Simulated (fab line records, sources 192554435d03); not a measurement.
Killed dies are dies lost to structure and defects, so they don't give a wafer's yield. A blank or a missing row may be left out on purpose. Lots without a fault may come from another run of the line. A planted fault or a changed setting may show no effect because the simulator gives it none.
Which tool did it? | flow n5_finfet | 9 lots, 27 wafers sampled, at 5 steps of a route of 1938

WHAT THE GAUGES READ, wafer by wafer
N5_BEOL_M4_RC_MEAS_101. Usual: DIBL_N 36.3 mV/V, standard deviation 1.9; DIBL_P 36.0 mV/V, standard deviation 2.1; IOFF_N 0.16 nA/um, standard deviation 0.031; IOFF_N_85C 3.1 nA/um, standard deviation 0.5; IOFF_N_LIN 0.073 nA/um, standard deviation 0.012; IOFF_N_LONG 5.58e-05 nA/um, standard deviation 2.3e-06; IOFF_P 0.21 nA/um, standard deviation 0.035; IOFF_P_LONG 0.000108 nA/um, standard deviation 8.2e-06; ION_N 675 uA/um, standard deviation 14; ION_P 464 uA/um, standard deviation 8.5; SS_N 71.5 mV/dec, standard deviation 0.6; SS_P 73.3 mV/dec, standard deviation 0.72; VT_N 250 mV, standard deviation 3.2; VT_N_LONG 274.7 mV, standard deviation 2; VT_N_LVT 99 mV, standard deviation 3.2; VT_P -250 mV, standard deviation 3.1.
lot  | measured     | on        | DIBL_N (mV/V)  | DIBL_P (mV/V)  | IOFF_N (nA/um) | IOFF_N_85C (nA/um) | IOFF_N_LIN (nA/um) | IOFF_N_LONG (nA/um)        | IOFF_P (nA/um) | IOFF_P_LONG (nA/um)        | ION_N (uA/um) | ION_P (uA/um) | SS_N (mV/dec)  | SS_P (mV/dec)  | VT_N (mV)   | VT_N_LONG (mV)    | VT_N_LVT (mV) | VT_P (mV)      | flag
L510 | day 7 18:26  | prober-02 | 37.9 38.2 37.5 | 38.3 39.7 38.2 | 0.19 0.21 0.19 | 3.7 3.9 3.6        | 0.087 0.096 0.090  | 5.85e-05 5.78e-05 5.69e-05 | 0.27 0.31 0.27 | 0.000117 0.000115 0.000112 | 683 705 688   | 472 484 470   | 71.8 71.7 71.7 | 74.1 74.4 74.0 | 247 245 245 | 275.1 274.4 275.1 | 95 93 95      | -245 -244 -246 |
L514 | day 8 18:02  | prober-02 | 36.8 35.1 34.9 | 36.4 34.4 34.6 | 0.15 0.13 0.13 | 3.0 2.7 2.6        | 0.069 0.063 0.062  | 5.32e-05 5.34e-05 5.31e-05 | 0.20 0.18 0.18 | 0.000101 9.9e-05 0.000101  | 654 664 668   | 452 455 459   | 72.1 70.7 71.4 | 73.0 72.6 73.1 | 254 253 253 | 274.7 276.2 276.0 | 101 101 102   | -254 -253 -253 |
L516 | day 9 06:25  | prober-02 | 39.9 38.3 37.1 | 40.2 37.8 35.9 | 0.22 0.18 0.17 | 3.9 3.5 3.3        | 0.093 0.087 0.082  | 5.6e-05 5.6e-05 5.76e-05   | 0.26 0.23 0.21 | 0.000103 0.000107 0.000108 | 692 689 701   | 471 473 477   | 72.2 71.7 71.5 | 75.1 73.6 74.6 | 247 247 246 | 273.3 272.5 272.3 | 95 95 95      | -246 -246 -248 |
L520 | day 9 22:16  | prober-01 | 35.1 34.2 34.3 | 35.4 34.7 32.9 | 0.14 0.06 0.11 | 2.8 1.4 2.3        | 0.069 0.029 0.055  | 5.62e-05 3.47e-05 5.59e-05 | 0.20 0.23 0.15 | 0.000118 0.000133 0.000105 | 681 618 656   | 474 468 449   | 71.3 71.3 71.3 | 72.9 73.1 72.6 | 250 277 259 | 278.1 297.3 276.7 | 100 124 106   | -250 -245 -254 | OFF
L524 | day 12 21:15 | prober-01 | 37.7 36.4 37.2 | 35.8 34.5 34.4 | 0.08 0.15 0.07 | 1.7 2.9 1.6        | 0.037 0.072 0.033  | 3.71e-05 5.72e-05 3.73e-05 | 0.26 0.19 0.23 | 0.000125 0.000102 0.00013  | 641 675 627   | 482 462 468   | 72.6 72.1 72.3 | 73.5 72.9 72.9 | 271 250 273 | 295.2 272.4 300.0 | 118 98 120    | -240 -251 -245 | OFF
L527 | day 14 01:24 | prober-01 | 38.9 36.9 37.8 | 37.9 34.5 36.4 | 0.18 0.15 0.15 | 3.4 2.9 3.0        | 0.081 0.069 0.067  | 5.22e-05 5.2e-05 5.09e-05  | 0.24 0.19 0.22 | 0.000104 0.000101 9.7e-05  | 673 673 648   | 462 456 451   | 71.4 71.2 72.2 | 74.0 73.6 74.2 | 248 249 253 | 277.1 275.1 276.3 | 99 102 103    | -249 -252 -252 |
L529 | day 14 09:01 | prober-01 | 36.4 36.8 36.2 | 36.4 38.3 37.6 | 0.18 0.19 0.18 | 3.3 3.5 3.4        | 0.073 0.083 0.081  | 5.73e-05 5.47e-05 5.54e-05 | 0.21 0.24 0.25 | 0.000104 0.000107 0.000104 | 668 685 681   | 460 466 469   | 72.1 71.9 71.6 | 73.0 74.0 74.3 | 249 247 246 | 275.0 273.0 276.2 | 100 98 97     | -249 -248 -246 |
L531 | day 13 00:07 | prober-02 | 38.4 35.6 38.0 | 36.3 34.7 37.4 | 0.17 0.12 0.16 | 3.4 2.5 3.2        | 0.074 0.061 0.078  | 5.69e-05 5.64e-05 5.62e-05 | 0.21 0.19 0.22 | 0.00011 0.000112 0.00011   | 663 668 676   | 453 464 460   | 72.6 71.1 72.0 | 73.2 73.2 74.0 | 250 252 248 | 276.3 275.8 275.5 | 102 104 100   | -250 -251 -246 |
L533 | day 15 04:40 | prober-01 | 36.2 36.5 36.9 | 36.7 36.7 37.3 | 0.15 0.15 0.16 | 3.0 3.0 3.0        | 0.071 0.070 0.072  | 5.59e-05 5.53e-05 5.58e-05 | 0.21 0.21 0.21 | 0.000101 0.000105 0.000101 | 668 668 665   | 460 458 457   | 71.1 70.7 71.4 | 73.1 73.2 74.1 | 250 251 251 | 274.8 274.7 271.4 | 98 98 98      | -249 -248 -250 |

WHICH TOOL RAN EACH LOT (tool, then ch and the chambers of the sampled wafers, then the start)
lot  | N5_HKMG_FIN_STRIP_89               | N5_HKMG_FIN_NWFM_ALD_20             | N5_HKMG_FIN_W_FILL_22        | N5_HKMG_FIN_CMP_94
L510 | rie_diel-03 ch 1,2,3, day 4 09:27  | ald_metal-04 ch 0,2, day 4 10:01    | cvd_w-01 ch 0,1, day 4 11:38 | cmp-01 ch 1,2,3, day 4 12:15
L514 | rie_diel-03 ch 0,2, day 5 05:08    | ald_metal-04 ch 0,1, day 5 05:42    | cvd_w-02 ch 0,1, day 5 07:22 | cmp-01 ch 1,2, day 5 08:55
L516 | rie_diel-03 ch 1,3, day 5 15:56    | ald_metal-04 ch 0,1, day 5 16:31    | cvd_w-01 ch 0,1, day 5 18:11 | cmp-02 ch 0,1,3, day 5 18:47
L520 | rie_diel-04 ch 0,1,2, day 6 16:05  | ald_metal-04 ch 1,2,3, day 6 16:40  | cvd_w-02 ch 0,1, day 6 18:23 | cmp-04 ch 0,1,2, day 6 18:58
L524 | rie_diel-03 ch 1,3, day 7 21:53    | ald_metal-04 ch 1,2,3, day 7 22:28  | cvd_w-01 ch 0,1, day 8 00:22 | cmp-04 ch 0,3, day 8 01:01
L527 | rie_diel-02 ch 0,1,2, day 8 17:13  | ald_metal-03 ch 1,2,3, day 8 17:47  | cvd_w-02 ch 0,1, day 8 19:26 | cmp-01 ch 1,2,3, day 8 20:02
L529 | rie_diel-03 ch 0,3, day 9 02:52    | ald_metal-02 ch 0,2,3, day 9 03:27  | cvd_w-01 ch 0, day 9 05:08   | cmp-02 ch 0,1,2, day 9 05:44
L531 | rie_diel-03 ch 0,2,3, day 9 13:50  | ald_metal-03 ch 0,1,3, day 9 14:28  | cvd_w-02 ch 0,1, day 9 16:05 | cmp-02 ch 0,1,2, day 9 16:46
L533 | rie_diel-04 ch 0,2,3, day 10 09:54 | ald_metal-03 ch 0,2,3, day 10 10:29 | cvd_w-02 ch 0, day 10 12:13  | cmp-02 ch 1,2,3, day 10 12:50
- N5_HKMG_FIN_STRIP_89: strips SOC in N2/H2, time 20 s.
- N5_HKMG_FIN_NWFM_ALD_20: deposits TiAlC, target thk 2 nm, pulse time 3 s, purge time 2 s.
- N5_HKMG_FIN_W_FILL_22: material W, target thk 60 nm, time 18.2 s.
- N5_HKMG_FIN_CMP_94: polishes, stops on SiNx, t overpolish 4.7 s, target thk 43.299 nm.

WHAT THE TOOLS THEMSELVES READ (means of the sampled wafers that have a number; where no wafer has one, the mark that the record gives instead)
N5_HKMG_FIN_STRIP_89. Usual: drypump_motor_current_A 5.8 A, standard deviation 0.44; oes_product_au 0.81 a.u., standard deviation 0.091; rf_vpp_V 54.1 V, standard deviation 0.99; showerhead_plenum_p_Torr 3.38 Torr, standard deviation 0.14; throttle_valve_pct 19.0 %, standard deviation 0.39.
lot  | tool        | drypump_motor_current_A (A) | oes_product_au (a.u.) | rf_vpp_V (V) | showerhead_plenum_p_Torr (Torr) | throttle_valve_pct (%) | flag
L510 | rie_diel-03 | 5.5                         | 0.86                  | 54.8         | 3.46                            | 19.1                   |
L514 | rie_diel-03 | 5.3                         | 0.72                  | 53.7         | 3.30                            | 19.5                   |
L516 | rie_diel-03 | 5.8                         | 0.89                  | 55.1         | 3.46                            | 18.8                   |
L520 | rie_diel-04 | 6.3                         | 0.86                  | 53.7         | 3.30                            | 18.9                   |
L524 | rie_diel-03 | 5.7                         | 0.85                  | 54.4         | 3.45                            | 18.8                   |
L527 | rie_diel-02 | 6.2                         | 0.82                  | 54.5         | 3.44                            | 19.0                   |
L529 | rie_diel-03 | 5.6                         | 0.74                  | 54.4         | 3.29                            | 19.1                   |
L531 | rie_diel-03 | 5.4                         | 0.73                  | 54.8         | 3.35                            | 19.3                   |
L533 | rie_diel-04 | 6.0                         | 0.83                  | 54.2         | 3.24                            | 18.7                   |

N5_HKMG_FIN_NWFM_ALD_20. Usual: heater_power_w 488 W, standard deviation 56; precursor_pulse_height_rel 1.000, standard deviation 0.02.
lot  | tool         | heater_power_w (W) | precursor_pulse_height_rel | flag
L510 | ald_metal-04 | 487                | 0.990                      |
L514 | ald_metal-04 | 520                | 0.987                      |
L516 | ald_metal-04 | 532                | 1.006                      |
L520 | ald_metal-04 | 451                | 0.995                      |
L524 | ald_metal-04 | 452                | 0.983                      |
L527 | ald_metal-03 | 514                | 0.986                      |
L529 | ald_metal-02 | 510                | 0.986                      |
L531 | ald_metal-03 | 487                | 0.995                      |
L533 | ald_metal-03 | 480                | 1.000                      |

N5_HKMG_FIN_W_FILL_22. Usual: heater_power_w 903 W, standard deviation 71; throttle_valve_pct 19.2 %, standard deviation 0.57.
lot  | tool     | heater_power_w (W) | throttle_valve_pct (%) | flag
L510 | cvd_w-01 | 879                | 19.0                   |
L514 | cvd_w-02 | 957                | 19.6                   |
L516 | cvd_w-01 | 875                | 19.0                   |
L520 | cvd_w-02 | 970                | 19.4                   |
L524 | cvd_w-01 | 838                | 18.7                   |
L527 | cvd_w-02 | 961                | 19.7                   |
L529 | cvd_w-01 | 803                | 18.6                   |
L531 | cvd_w-02 | 955                | 20.0                   |
L533 | cvd_w-02 | 966                | 20.0                   |

N5_HKMG_FIN_CMP_94. Usual: motor_current_A 11.7 A, standard deviation 1.4.
lot  | tool   | motor_current_A (A) | flag
L510 | cmp-01 | 12.6                |
L514 | cmp-01 | 13.9                |
L516 | cmp-02 | 10.8                |
L520 | cmp-04 | 12.4                |
L524 | cmp-04 | 10.7                |
L527 | cmp-01 | 12.8                |
L529 | cmp-02 | 11.0                |
L531 | cmp-02 | 10.5                |
L533 | cmp-02 | 12.4                |

THE ANSWER, worked out from the rows above alone
Rule: a lot is off if the mean of its wafers that have a number lies more than 3 standard deviations from the usual mean. A lot without any number at a reading at which 4 lots or more have one is off too. The other lots that the step has rows for count as sound. The gauges are gone through in route order, then the tools' own readings, and for those a lot's mean is taken as printed above. The first step at which some lot is off is used, and at that step the reading that is off furthest; a lot without a number counts as furthest.
Off: L520, L524, at N5_BEOL_M4_RC_MEAS_101 (VT_N_LONG).
A tool fits if, at a process step before that reading, it ran every lot that is off, and no sound lot after the first of them. The gauges at N5_BEOL_M4_RC_MEAS_101 are tried like those tools. Can't be told from this: 2 tools fit, ald_metal-04 at N5_HKMG_FIN_NWFM_ALD_20, cmp-04 at N5_HKMG_FIN_CMP_94.

WHAT THE SIMULATOR HAD PUT IN
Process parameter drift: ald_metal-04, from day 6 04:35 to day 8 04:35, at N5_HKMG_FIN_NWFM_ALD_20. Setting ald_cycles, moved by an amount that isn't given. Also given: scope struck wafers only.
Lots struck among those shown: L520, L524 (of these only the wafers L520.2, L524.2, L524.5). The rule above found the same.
